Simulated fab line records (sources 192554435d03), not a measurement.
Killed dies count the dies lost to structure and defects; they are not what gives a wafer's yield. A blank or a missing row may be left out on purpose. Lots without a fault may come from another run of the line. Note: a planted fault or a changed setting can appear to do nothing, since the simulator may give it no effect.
Which of the tools did it? ; flow n5 finfet ; 10 lots, 30 wafers sampled, at 5 steps of a route of 1938

WHAT THE GAUGES READ, wafer by wafer
N5_BEOL_M4_RC_MEAS_101. Usual: COMB_M4_max_site 8.7e-11 S/m, standard deviation 2.2e-11; DIBL_N 35.8 mV/V, standard deviation 1.7; DIBL_P 35.3 mV/V, standard deviation 2; IOFF_N 0.150 nA/um, standard deviation 0.026; IOFF_P 0.194 nA/um, standard deviation 0.029; ION_N 667 uA/um, standard deviation 11; ION_P 456 uA/um, standard deviation 7.1; SS_N 71.4 mV/dec, standard deviation 0.65; SS_P 73.1 mV/dec, standard deviation 0.64; VT_N 251 mV, standard deviation 3; VT_P -252 mV, standard deviation 3.2.
lot;measured;on;COMB_M4_max_site (S/m);DIBL_N (mV/V);DIBL_P (mV/V);IOFF_N (nA/um);IOFF_P (nA/um);ION_N (uA/um);ION_P (uA/um);SS_N (mV/dec);SS_P (mV/dec);VT_N (mV);VT_P (mV);flag
L983;day 9 17:53;prober-01;9.8e-11 6.3e-11 1.21e-10;36.5 32.5 35.6;36.8 32.0 36.5;0.156 0.103 0.150;0.193 0.136 0.190;678 649 675;461 447 466;72.2 70.9 71.2;73.0 71.8 74.1;253 258 250;-252 -258 -254;
L985;day 10 07:59;prober-02;7.4e-11 9.4e-11 1.19e-10;36.1 36.0 37.7;36.4 36.0 37.8;0.148 0.150 0.173;0.197 0.196 0.228;663 671 666;452 462 457;71.0 71.1 72.4;73.3 73.4 74.0;252 253 247;-252 -255 -250;
L986;day 10 23:08;prober-02;1.55e-10 8.3e-11 5.6e-11;36.3 35.5 35.1;39.2 38.0 37.0;0.181 0.148 0.158;0.208 0.189 0.186;679 659 675;459 453 458;71.7 72.0 71.8;73.6 73.9 72.7;248 249 252;-252 -253 -253;
L987;day 11 04:16;prober-02;9.5e-11 7.6e-11 7.2e-11;36.4 37.6 34.9;35.5 37.3 33.0;0.157 0.187 0.123;0.188 0.220 0.159;673 688 658;457 463 450;71.0 71.5 70.8;72.8 73.7 73.2;251 246 256;-249 -249 -253;
L988;day 11 08:04;prober-02;1.07e-10 6.5e-11 8e-11;33.9 31.8 34.2;32.9 31.0 33.7;0.125 0.097 0.125;0.150 0.135 0.157;669 644 662;448 443 453;71.4 69.8 71.0;72.4 72.2 72.5;255 256 253;-255 -257 -254;
L994;day 12 22:44;prober-02;4.59e-10 4.2e-10 3.87e-10;37.4 32.9 36.3;38.0 32.1 35.2;0.163 0.104 0.139;0.246 0.162 0.201;681 668 664;466 461 467;70.8 70.4 70.6;73.6 72.0 72.2;250 254 253;-247 -252 -251;OFF
L998;day 14 01:52;prober-02;1.04e-10 5.6e-11 6.6e-11;36.2 37.0 35.2;37.5 36.5 35.8;0.165 0.162 0.137;0.234 0.206 0.201;667 678 659;458 464 459;71.4 71.6 71.2;74.2 73.9 73.3;244 249 250;-247 -249 -250;
L997;day 14 05:40;prober-01;5.64e-10 3.86e-10 5.74e-10;38.3 36.9 37.8;35.3 34.6 34.8;0.186 0.161 0.171;0.213 0.204 0.199;669 677 688;456 466 464;72.2 71.9 72.1;73.8 73.9 73.1;247 249 248;-252 -251 -250;OFF
L101;day 14 15:12;prober-02;6.4e-11 6.4e-11 4.4e-11;36.4 35.6 38.0;34.8 34.5 37.2;0.156 0.137 0.190;0.168 0.160 0.194;648 665 679;436 450 455;72.4 71.5 72.3;73.4 73.4 74.3;254 251 248;-253 -254 -253;
L106;day 15 13:35;prober-02;1e-10 1.11e-10 8.9e-11;36.4 32.1 38.1;37.8 30.6 38.0;0.167 0.103 0.195;0.192 0.114 0.186;676 649 674;457 443 452;71.4 70.6 72.7;73.8 71.6 73.5;247 255 247;-252 -260 -255;

EACH LOT AND THE TOOL THAT RAN IT (in order: tool; ch and the chambers of the sampled wafers; start)
lot;N5_BEOL_M4_ALD_84;N5_BEOL_M4_SPUTTER_90;N5_BEOL_M4_SPUTTER_96;N5_BEOL_M4_ANNEAL_51
L983;ald metal-03 ch 0,2,3, day 9 14:12;pvd sputter-01, day 9 16:08;pvd sputter-01, day 9 16:47;rtp anneal-01 ch 0, day 9 16:59
L985;ald metal-04 ch 0,2,3, day 10 04:40;pvd sputter-03, day 10 06:12;pvd sputter-03, day 10 06:52;rtp anneal-02 ch 0, day 10 07:04
L986;ald metal-04 ch 0,1,3, day 10 19:26;pvd sputter-02, day 10 21:21;pvd sputter-02, day 10 22:01;rtp anneal-02 ch 0, day 10 22:13
L987;ald metal-04 ch 0,1,3, day 10 22:45;pvd sputter-03, day 11 02:19;pvd sputter-03, day 11 02:58;rtp anneal-02 ch 0, day 11 03:10
L988;ald metal-04 ch 1,2,3, day 11 04:39;pvd sputter-01, day 11 06:19;pvd sputter-01, day 11 06:58;rtp anneal-01 ch 0, day 11 07:10
L994;ald metal-04 ch 1,3, day 12 19:13;pvd sputter-03, day 12 20:49;pvd sputter-03, day 12 21:28;rtp anneal-02 ch 0, day 12 21:43
L998;ald metal-02 ch 0,1,2, day 13 21:57;pvd sputter-01, day 13 23:56;pvd sputter-01, day 14 00:35;rtp anneal-01 ch 0, day 14 00:51
L997;ald metal-04 ch 0,2,3, day 14 00:56;pvd sputter-02, day 14 03:55;pvd sputter-02, day 14 04:34;rtp anneal-01 ch 0, day 14 04:46
L101;ald metal-03 ch 0,3, day 14 11:52;pvd sputter-02, day 14 13:26;pvd sputter-02, day 14 14:06;rtp anneal-01 ch 0, day 14 14:17
L106;ald metal-03 ch 0,2, day 15 08:13;pvd sputter-01, day 15 11:36;pvd sputter-01, day 15 12:16;rtp anneal-02 ch 0, day 15 12:30
- N5_BEOL_M4_ALD_84: deposits TaN, pulse time 2 s, purge time 3 s, co reactant purge time 2 s.
- N5_BEOL_M4_SPUTTER_90: material Cu, target thk 4.5 nm, time 8.29 s.
- N5_BEOL_M4_SPUTTER_96: material Cu, target thk 4.5 nm, time 8.29 s.
- N5_BEOL_M4_ANNEAL_51: time 90 s.

WHAT THE TOOLS THEMSELVES READ (means of the sampled wafers that have a number; where no wafer has one, the mark that the record gives instead)
N5_BEOL_M4_ALD_84. Usual: heater power w 431 W, standard deviation 52; susceptor temp C 274.98 C, standard deviation 0.18.
lot;tool;heater power w (W);susceptor temp C (C);flag
L983;ald metal-03;449;274.98;
L985;ald metal-04;471;274.89;
L986;ald metal-04;470;274.93;
L987;ald metal-04;472;275.03;
L988;ald metal-04;432;275.10;
L994;ald metal-04;464;274.98;
L998;ald metal-02;397;274.99;
L997;ald metal-04;472;275.04;
L101;ald metal-03;434;275.02;
L106;ald metal-03;467;274.91;

N5_BEOL_M4_SPUTTER_90. Usual: susceptor temp C -20.00 C, standard deviation 0.11; throttle valve pct 29.9 %, standard deviation 1.1.
lot;tool;susceptor temp C (C);throttle valve pct (%);flag
L983;pvd sputter-01;-20.07;30.5;
L985;pvd sputter-03;-20.00;29.4;
L986;pvd sputter-02;-20.08;31.3;
L987;pvd sputter-03;-20.04;30.2;
L988;pvd sputter-01;-19.99;29.2;
L994;pvd sputter-03;-20.04;30.1;
L998;pvd sputter-01;-20.03;28.9;
L997;pvd sputter-02;-19.96;29.6;
L101;pvd sputter-02;-20.10;31.0;
L106;pvd sputter-01;-20.00;29.5;

N5_BEOL_M4_SPUTTER_96. Usual: susceptor temp C -20.01 C, standard deviation 0.1; throttle valve pct 29.9 %, standard deviation 1.1.
lot;tool;susceptor temp C (C);throttle valve pct (%);flag
L983;pvd sputter-01;-20.10;30.5;
L985;pvd sputter-03;-20.11;29.7;
L986;pvd sputter-02;-19.96;31.3;
L987;pvd sputter-03;-20.02;30.1;
L988;pvd sputter-01;-19.92;29.1;
L994;pvd sputter-03;-19.93;30.1;
L998;pvd sputter-01;-19.92;29.0;
L997;pvd sputter-02;-20.06;29.7;
L101;pvd sputter-02;-19.94;31.1;
L106;pvd sputter-01;-19.99;29.4;

N5_BEOL_M4_ANNEAL_51. Usual: anneal temp c 224.97 C, standard deviation 0.19; wafer_temp_C_max 225.98, standard deviation 0.25.
lot;tool;anneal temp c (C);wafer_temp_C_max;flag
L983;rtp anneal-01;225.01;226.03;
L985;rtp anneal-02;225.07;225.93;
L986;rtp anneal-02;224.87;225.89;
L987;rtp anneal-02;225.13;225.71;
L988;rtp anneal-01;224.84;226.22;
L994;rtp anneal-02;224.99;226.03;
L998;rtp anneal-01;225.08;226.12;
L997;rtp anneal-01;225.08;226.09;
L101;rtp anneal-01;224.77;225.89;
L106;rtp anneal-02;224.98;226.13;

THE ANSWER, worked out from the rows above alone
Rule: a lot is off if the mean of its wafers that have a number lies more than 3 standard deviations from the usual mean. A lot without any number at a reading at which 4 lots or more have one is off too. The other lots that the step has rows for count as sound. First the gauges in route order, then the tools' own readings, where a lot's mean is used as printed above. At the first step where some lot is off, the reading lying furthest off is the one used; lots without a number count as furthest.
Off: L994, L997, seen at N5_BEOL_M4_RC_MEAS_101 (COMB_M4_max_site).
A tool fits if, at a process step before that reading, it ran every lot that is off, and no sound lot after the first of them. Those tools and the gauges at N5_BEOL_M4_RC_MEAS_101 are tried in the same way. One fits: ald metal-04 at N5_BEOL_M4_ALD_84. A fault onset in the window from L988 (day 11 04:39, its last sound lot) to L994 (day 12 19:13, its first lot off) fits.

WHAT HAD BEEN PUT IN BY THE SIMULATOR
Site profile drift: ald metal-04, from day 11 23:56 on, at N5_BEOL_M4_ALD_84. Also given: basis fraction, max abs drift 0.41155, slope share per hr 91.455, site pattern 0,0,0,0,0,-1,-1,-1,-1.
Lots struck among those shown: L994, L997. The same result came from the rule above.
